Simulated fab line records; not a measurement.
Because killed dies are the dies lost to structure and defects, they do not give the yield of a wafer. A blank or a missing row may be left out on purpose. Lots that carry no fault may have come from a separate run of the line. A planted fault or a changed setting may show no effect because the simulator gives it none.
Matching of chambers | flow nandHarc | rieDiel-01 running NHARC_HYBRID_BOND_ACTIVATE_00: 4 sister chambers
The step chemistry N2, time 60 s. 22 wafers are shown with their chamber, then 11 later ones without.

== WAFERS PAIRED WITH THEIR CHAMBERS ==
wafer  | chamber | drypumpMotorCurrentA (A) | oesProductAu (a.u.) | rfVppV (V)
L607.2 | 3       | 5.5                      | 0.993               | 65.3
L607.3 | 0       | 5.9                      | 1.013               | 63.3
L607.5 | 2       | 5.2                      | 0.995               | 63.1
L608.2 | 0       | 5.9                      | 1.020               | 62.2
L608.3 | 1       | 6.1                      | 1.013               | 65.6
L608.4 | 2       | 5.1                      | 1.002               | 64.0
L610.1 | 0       | 5.9                      | 1.027               | 64.1
L610.4 | 2       | 5.2                      | 0.997               | 63.0
L610.6 | 0       | 5.9                      | 1.020               | 64.9
L609.4 | 0       | 5.9                      | 1.022               | 64.5
L609.5 | 2       | 5.1                      | 0.985               | 64.4
L609.6 | 3       | 5.5                      | 0.991               | 64.2
L612.1 | 3       | 5.4                      | 0.998               | 66.0
L612.3 | 2       | 5.1                      | 0.985               | 63.5
L612.6 | 2       | 5.1                      | 0.982               | 62.5
L614.2 | 0       | 5.9                      | 1.012               | 64.5
L614.4 | 3       | 5.5                      | 0.987               | 65.4
L614.5 | 0       | 5.9                      | 1.016               | 64.5
L613.2 | 3       | 5.4                      | 0.991               | 64.8
L613.3 | 1       | 6.1                      | 0.997               | 64.3
L613.4 | 0       | 5.9                      | 1.016               | 64.6
L619.1 | 3       | 5.5                      | 0.985               | 66.0

SIGNATURES (means of the wafers above)
reading              | chamber 0 | chamber 1 | chamber 2 | chamber 3 | scatter within a chamber
drypumpMotorCurrentA | 5.900     | 6.100     | 5.133     | 5.467     | 0.0385
oesProductAu         | 1.01825   | 1.00500   | 0.99100   | 0.99083   | 0.00638
rfVppV               | 64.075    | 64.950    | 63.417    | 65.283    | 0.794
Rule: a wafer's distance from a chamber is the root of the sum, over the readings, of the square of ((its reading less the chamber's mean) divided by the reading's scatter). If the next closest chamber is less than 2 further off than the closest, the wafer can't be placed; otherwise it belongs to the closest. The scatter: take each reading less its chamber's mean, square it, sum over the shown wafers, divide by the number of wafers less the number of chambers, and take the root.

== WAFERS WHOSE CHAMBER IS MISSING ==
wafer  | drypumpMotorCurrentA (A) | oesProductAu (a.u.) | rfVppV (V)
L619.2 | 5.1                      | 0.982               | 62.2
L619.4 | 6.1                      | 0.992               | 64.7
L627.2 | 6.1                      | 0.990               | 63.6
L627.3 | 5.9                      | 0.986               | 64.3
L627.4 | 5.5                      | 0.986               | 63.7
L628.1 | 6.1                      | 0.983               | 66.4
L628.2 | 5.4                      | 0.986               | 64.5
L628.4 | 5.9                      | 0.995               | 64.1
L629.1 | 5.4                      | 0.993               | 63.3
L629.3 | 5.9                      | 1.001               | 63.7
L629.4 | 5.2                      | 1.002               | 64.6

== WHICH CHAMBER EACH WENT THROUGH ==
wafer  | from the rows above     | in truth
L619.2 | 2                       | 2
L619.4 | 1                       | 1
L627.2 | 1                       | 1
L627.3 | can't be placed: 0 or 1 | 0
L627.4 | 3                       | 3
L628.1 | 1                       | 1
L628.2 | 3                       | 3
L628.4 | can't be placed: 0 or 1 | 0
L629.1 | 3                       | 3
L629.3 | 0                       | 0
L629.4 | 2                       | 2
Correct placement for 9 of the 11. Unplaceable from these rows: 2, with the true chamber sitting among the candidates in 2. Placed wrongly: 0.
